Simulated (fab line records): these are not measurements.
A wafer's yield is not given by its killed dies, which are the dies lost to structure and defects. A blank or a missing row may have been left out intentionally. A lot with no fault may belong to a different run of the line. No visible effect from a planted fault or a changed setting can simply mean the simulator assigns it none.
The same fault as seen by 2 desks + flow nand_harc + only its own numbers are on each desk; what lay behind them is given at the end

## FROM THE METROLOGY DESK
Means of the sampled wafers that have a number, per lot and without regard to the tool the lot ran on: this is what the gauges read. Any lot whose mean is over 4 standard deviations away from the usual mean is out of limits and marked OUT; that distance is given in the brackets.
Columns: A = cd_nm at NHARC_P_ZERO_WELL_CD_MEAS_37, usual 721.0 nm
| lot  | first seen here | A     |
|------|-----------------|-------|
| L241 | day 1 16:17     | 720.9 |
| L242 | day 1 21:58     | 719.2 |
| L243 | day 2 04:11     | 720.4 |
| L244 | day 2 09:59     | 720.5 |
| L245 | day 2 16:07     | 720.4 |
| L246 | day 2 22:08     | 720.4 |
| L249 | day 3 16:14     | 720.3 |
| L250 | day 3 21:54     | 721.8 |
| L261 | day 6 16:14     | 722.6 |
| L262 | day 6 22:21     | 722.6 |
| L263 | day 7 03:59     | 723.0 |
| L264 | day 7 10:18     | 721.1 |
This desk's finding: nothing out of limits on any of the 12 lots.

## FOR THE TOOL OWNER'S DESK: furnace-07
Per lot that ran on this tool, the mean of the sampled wafers carrying a number, from the tool's own readings at NHARC_P_STI_ANNEAL_34 (time 1800 s). Any lot whose mean is over 4 standard deviations away from the usual mean is out of limits and marked OUT; that distance is given in the brackets.
Columns: A = run_length_s at NHARC_P_STI_ANNEAL_34, usual 1831 s; B = spike_tc_centre_C at NHARC_P_STI_ANNEAL_34, usual 1000.7 C
| lot  | first seen here | A              | B      |
|------|-----------------|----------------|--------|
| L245 | day 4 06:41     | 1827           | 1000.9 |
| L246 | day 4 06:41     | 1828           | 1000.1 |
| L249 | day 5 04:32     | 1468 (-65) OUT | 1000.8 |
| L250 | day 5 04:32     | 1474 (-64) OUT | 1001.0 |
| L261 | day 8 02:47     | 1825           | 1000.4 |
This desk's verdict: out of limits on L249, L250, starting with L249 at day 5 04:32 (run_length_s at NHARC_P_STI_ANNEAL_34). L245, L246, L261 stayed within limits.

## PUT TOGETHER
At day 5 04:32, on L249, L250, the tool owner's desk was in a position to raise an alarm.
Nothing out of limits was seen by the metrology desk.
The metrology desk has L249, L250 on record, within its limits.
All the named lots went through NHARC_P_STI_ANNEAL_34 on furnace-07.

## WHAT THE SIMULATOR HAD PUT IN
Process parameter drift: furnace-07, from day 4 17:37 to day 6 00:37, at NHARC_P_STI_ANNEAL_34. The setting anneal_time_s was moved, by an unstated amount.
Shown lots that were struck: L249, L250.
Hours from the fault's start to each desk's first reading out of limits: the tool owner's desk, 11.
